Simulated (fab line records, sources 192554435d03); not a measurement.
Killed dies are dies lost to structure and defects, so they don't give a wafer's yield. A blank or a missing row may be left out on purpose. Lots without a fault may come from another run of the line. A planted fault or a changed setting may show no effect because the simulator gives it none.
Split-lot experiment | flow n5_finfet | 7 lots, 21 wafers read, on a route of 1938 steps

THE SPLIT
At N5_SD_EPI_N_EPI_21 (deposits Si:P, time 690 s), the setting epi_growth_time_s was moved away from the recipe's 690 s on 5 of the 21 wafers read, by -3.4% to +10.3%. The other wafers ran this setting at the recipe's value.

FROM THE SPLIT TO THE READING: what the file shows between them, 10 steps
- N5_SD_EPI_P_EXPOSE_06: exposes mask SD P BLK, target cd 240 nm (also split here: dose_mj)
- N5_SD_EPI_P_PEB_07: peb time 60 s
- N5_SD_EPI_P_DEVELOP_08: develop time 30 s
- N5_SD_EPI_P_CD_MEAS_09: target cd 240 nm
- N5_SD_EPI_P_DESCUM_14: chemistry O2, time 7.9 s
- N5_SD_EPI_P_ETCH_36: etches SiARC in CF4, target depth 45.5 nm, time 75.8 s
- N5_SD_EPI_P_ETCH_37: etches SOC in N2/H2, overetch 108 nm, time 486 s
- N5_SD_EPI_P_STRIP_38: strips in N2/H2
- N5_SD_EPI_P_HM_STRIP_48: strips SiNx in H3PO4, material SiNx, target depth 3 nm
- N5_SD_EPI_P_SRD_49: time 30 s

THE READING
Si-P_of_SD_EPI_N_EPI_21.thk_nm (the simulator's own value, which no gauge read), in nm, at N5_SD_EPI_P_PRECLEAN_24 (cleans in O3/DIW, time 45 s). The file gives no usual value for it. The 16 wafers here that ran the recipe average 58.0 nm, standard deviation 0.79 nm.

wafer  | tool, chamber at the split | epi_growth_time_s as run, s | against the recipe | Si-P_of_SD_EPI_N_EPI_21.thk_nm, nm | against lot-mates on the recipe
L084.3 | epi_rpcvd-04, 0            | 742.1                       | +7.6%              | 60.4                               | +2.7
L084.4 | epi_rpcvd-04, 0            | 690                         | recipe             | 57.8                               | -
L084.5 | epi_rpcvd-04, 0            | 690                         | recipe             | 57.6                               | -
L085.1 | epi_rpcvd-01, 0            | 666.2                       | -3.4%              | 56.4                               | -0.7
L085.2 | epi_rpcvd-01, 0            | 690                         | recipe             | 57.2                               | -
L085.3 | epi_rpcvd-01, 0            | 690                         | recipe             | 57                                 | -
L086.3 | epi_rpcvd-03, 0            | 690                         | recipe             | 57.8                               | -
L086.4 | epi_rpcvd-03, 0            | 690                         | recipe             | 58                                 | -
L086.5 | epi_rpcvd-03, 0            | 690                         | recipe             | 58.4                               | -
L089.1 | epi_rpcvd-01, 0            | 690                         | recipe             | 56.8                               | -
L089.5 | epi_rpcvd-01, 0            | 690                         | recipe             | 57                                 | -
L089.6 | epi_rpcvd-01, 0            | 670.8                       | -2.8%              | 56.4                               | -0.5
L090.2 | epi_rpcvd-03, 0            | 690                         | recipe             | 58                                 | -
L090.5 | epi_rpcvd-03, 0            | 690                         | recipe             | 58                                 | -
L090.4 | epi_rpcvd-03, 0            | 690                         | recipe             | 57.8                               | -
L096.1 | epi_rpcvd-03, 0            | 761.3                       | +10.3%             | 62.8                               | +4.6
L096.2 | epi_rpcvd-03, 0            | 761.3                       | +10.3%             | 62.4                               | +4.2
L096.6 | epi_rpcvd-03, 0            | 690                         | recipe             | 58.2                               | -
L097.2 | epi_rpcvd-03, 0            | 690                         | recipe             | 59.6                               | -
L097.4 | epi_rpcvd-03, 0            | 690                         | recipe             | 59.6                               | -
L097.5 | epi_rpcvd-03, 0            | 690                         | recipe             | 58.6                               | -

THE FIT
A straight line over all 21 wafers: Si-P_of_SD_EPI_N_EPI_21.thk_nm changes by +0.43 nm for each +1% of epi_growth_time_s; r = +0.91; the points scatter about the line by 0.76 nm.
The same after taking each lot's own level away (the mean of its wafers on the recipe; 21 wafers): +0.391 nm for each +1%; r = +0.98; scatter 0.32 nm.
On that fit, the largest move of epi_growth_time_s shifts the reading by 4 nm.
The lots' own levels span 56.90 to 59.27 nm, that is 3.0 times the standard deviation above.
So the lot-to-lot level changes the slope: the two fits differ.
Check: with one of the wafers moved furthest among these (+10.3%) left out of the fit, the line predicts +3.83 nm for it against its lot-mates. It came out at +4.6 nm against them.

OTHER SPLITS ON THESE WAFERS
These wafers also went through other splits before the reading. Each is held against what the fit with the lots' levels taken away leaves over:
other split on the same wafers                    | wafers away from the commonest value | r with Si-P_of_SD_EPI_N_EPI_21.thk_nm (lot level and that fit taken away)
N5_PMOS_HMC_CHANNEL_EPI_COAT_03 spin_rpm          | 5                                    | +0.13
N5_PMOS_HMC_CHANNEL_EPI_DEVELOP_08 develop_time_s | 9                                    | -0.15
N5_FIN_SAQP_ETCH_65 time_s                        | 4                                    | +0.03
N5_FIN_CUT_ETCH_21 time_s                         | 6                                    | -0.49
N5_SD_EPI_P_EXPOSE_06 dose_mj                     | 5                                    | +0.10

THE WHOLE CHAIN: every reading that the file lists as answering this split, in the file's order
step                    | what it does                | reading                                                                         | change (the file's fit)               | r (the file's)
N5_SD_EPI_N_EPI_21      | deposits Si:P, time 690 s   | Si-P_of_SD_EPI_N_EPI_21.thk_nm (the simulator's own value, which no gauge read) | +0.385 nm for each +1% of the setting | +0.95
N5_SD_EPI_P_PRECLEAN_24 | cleans in O3/DIW, time 45 s | Si-P_of_SD_EPI_N_EPI_21.thk_nm (the simulator's own value, which no gauge read) | +0.38 nm for each +1% of the setting  | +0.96

THE FILE'S OWN FIT
Si-P_of_SD_EPI_N_EPI_21.thk_nm changes by +0.38 nm for each +1% of epi_growth_time_s, r = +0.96.
